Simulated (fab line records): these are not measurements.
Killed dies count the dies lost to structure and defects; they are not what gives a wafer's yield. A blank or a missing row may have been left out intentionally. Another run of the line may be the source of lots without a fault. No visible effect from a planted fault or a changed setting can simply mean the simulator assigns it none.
Matching of chambers ; flow nandHarc ; NHARC_P_GATE_STRIP_101 on rieDiel-11 has 4 sister chambers
The step strips in O2, time 20 s. 7 wafers are shown with their chamber, then 8 later ones without.

## WAFERS PAIRED WITH THEIR CHAMBERS
wafer;chamber;drypumpMotorCurrentA (A);throttleValvePct (%)
L078.1;0;5.1;17.039
L078.2;2;5.9;17.031
L078.6;2;6.0;17.026
L082.3;1;4.9;17.040
L082.4;3;6.1;17.053
L082.5;1;4.9;17.026
L085.1;0;5.1;17.052

## WAFERS WITHOUT THEIR CHAMBER
wafer;drypumpMotorCurrentA (A);throttleValvePct (%)
L085.3;6.1;17.039
L085.4;6.0;17.039
L092.2;6.0;17.041
L092.4;6.1;17.043
L092.6;6.1;17.008
L095.2;5.9;17.031
L095.4;5.0;17.030
L095.5;5.1;17.016

## THE CHAMBER EACH PASSED THROUGH
wafer;from the rows above;in truth
L085.3;3;3
L085.4;can't be placed: 2 or 3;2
L092.2;can't be placed: 2 or 3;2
L092.4;3;3
L092.6;can't be placed: 2 or 3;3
L095.2;2;2
L095.4;can't be placed: 1 or 0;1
L095.5;can't be placed: 0 or 1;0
Correct placement for 3 of the 8. Unplaceable from these rows: 5, with the true chamber sitting among the candidates in 5. Placed wrongly: 0.
How it was worked out, from the rows above alone: a wafer's distance from a chamber is the root of the sum, over the readings, of the square of ((its reading less the chamber's mean) divided by the reading's scatter). The wafer belongs to the nearest chamber; if the next one is less than 2 further off, it can't be placed. The mean given for a chamber averages the wafers shown for that chamber. The scatter: take each reading less its chamber's mean, square it, sum over the shown wafers, divide by the number of wafers less the number of chambers, and take the root.
